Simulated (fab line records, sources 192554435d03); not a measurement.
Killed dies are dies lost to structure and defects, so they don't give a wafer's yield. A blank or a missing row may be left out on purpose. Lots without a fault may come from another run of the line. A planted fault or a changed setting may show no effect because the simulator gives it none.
Chamber matching | flow n5_finfet | N5_BEOL_M13_ETCH_68 on rie_diel-05: 4 sister chambers
The step etches SOC in N2/H2, time 355 s. 8 wafers are shown with their chamber, then 8 later ones without.

WAFERS WITH THEIR CHAMBER
wafer  | chamber | showerhead_plenum_p_Torr (Torr) | rf_vpp_V (V)
L078.2 | 3       | 2.61                            | 526.0
L082.5 | 2       | 2.56                            | 523.0
L084.3 | 0       | 2.59                            | 524.5
L084.6 | 1       | 2.43                            | 521.9
L085.1 | 2       | 2.56                            | 523.8
L085.2 | 1       | 2.43                            | 521.2
L085.3 | 0       | 2.59                            | 525.1
L088.1 | 3       | 2.60                            | 525.2

WAFERS WITHOUT THEIR CHAMBER
wafer  | showerhead_plenum_p_Torr (Torr) | rf_vpp_V (V)
L088.4 | 2.43                            | 520.2
L088.5 | 2.60                            | 526.3
L095.1 | 2.60                            | 524.8
L095.3 | 2.58                            | 525.9
L095.6 | 2.60                            | 526.7
L097.1 | 2.58                            | 524.5
L097.4 | 2.59                            | 524.3
L097.6 | 2.60                            | 525.1

WHICH CHAMBER EACH WENT THROUGH
wafer  | from the rows above     | in truth
L088.4 | 1                       | 1
L088.5 | 3                       | 3
L095.1 | can't be placed: 3 or 0 | 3
L095.3 | 0                       | 0
L095.6 | 3                       | 3
L097.1 | 0                       | 0
L097.4 | 0                       | 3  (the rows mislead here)
L097.6 | can't be placed: 3 or 0 | 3
Placed correctly: 5 of 8. Can't be placed from these rows: 2 (the true chamber is among the candidates in 2). Placed wrongly: 1.
How it was worked out, from the rows above alone: a wafer's distance from a chamber is the root of the sum, over the readings, of the square of ((its reading less the chamber's mean) divided by the reading's scatter). The wafer belongs to the nearest chamber; if the next one is less than 2 further off, it can't be placed. A chamber's mean is the mean of its shown wafers. The scatter: the root of (the sum of the squares of (reading less its chamber's mean) over the shown wafers, divided by (wafers less chambers)).
